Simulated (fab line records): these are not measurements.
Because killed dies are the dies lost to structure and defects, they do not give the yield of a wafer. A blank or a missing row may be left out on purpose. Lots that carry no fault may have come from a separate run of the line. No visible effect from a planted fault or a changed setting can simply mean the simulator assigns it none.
Chamber matching ; flow nandHarc ; NHARC_A_WL_FILL_STRIP_29 on rieDiel-03: 4 sister chambers
The step strips in O2, time 20 s. 16 wafers are shown with their chamber, then 8 later ones without.

## WAFERS WITH THEIR CHAMBER
wafer;chamber;drypumpMotorCurrentA (A);rfVppV (V);oesProductAu (a.u.)
L077.1;0;5.7;57.0;1.011
L077.2;1;5.0;58.7;0.995
L077.3;3;5.9;58.4;1.003
L077.4;2;6.1;58.1;1.019
L077.5;3;5.9;57.5;1.005
L077.6;0;5.7;56.5;1.010
L081.1;0;5.7;57.5;0.997
L081.2;2;6.2;57.0;1.018
L081.4;1;5.1;57.9;0.990
L084.1;1;5.1;58.4;0.998
L084.2;2;6.1;56.2;0.999
L084.4;3;5.9;59.1;0.992
L087.1;3;5.9;59.3;0.999
L087.5;0;5.7;56.8;0.982
L087.6;3;5.9;59.7;0.980
L086.1;0;5.7;57.7;0.986

SIGNATURES, as means of the wafers listed above
reading;chamber 0;chamber 1;chamber 2;chamber 3;scatter within a chamber
drypumpMotorCurrentA;5.700;5.067;6.133;5.900;0.0333
rfVppV;57.100;58.333;57.100;58.800;0.715
oesProductAu;0.99720;0.99433;1.01200;0.99580;0.0108
Rule: distance of a wafer from a chamber = root of the sum over the readings of ((wafer's reading minus chamber's mean) / reading's scatter) squared. The wafer belongs to the nearest chamber; if the next one is less than 2 further off, it can't be placed. The scatter: take each reading less its chamber's mean, square it, sum over the shown wafers, divide by the number of wafers less the number of chambers, and take the root.

## WAFERS WITHOUT THEIR CHAMBER
wafer;drypumpMotorCurrentA (A);rfVppV (V);oesProductAu (a.u.)
L086.3;6.2;57.9;0.998
L086.6;6.1;55.7;1.012
L093.1;5.9;58.7;0.993
L093.3;5.7;57.7;1.007
L093.4;6.1;57.3;1.013
L097.1;6.1;56.8;1.011
L097.2;5.9;58.8;0.992
L097.4;5.7;56.5;0.994

## THE CHAMBER EACH PASSED THROUGH
wafer;from the rows above;in truth
L086.3;2;2
L086.6;2;2
L093.1;3;3
L093.3;0;0
L093.4;2;2
L097.1;2;2
L097.2;3;3
L097.4;0;0
Correctly placed: 8 of 8. Left unplaced by these rows: 0. 0 placed wrongly.
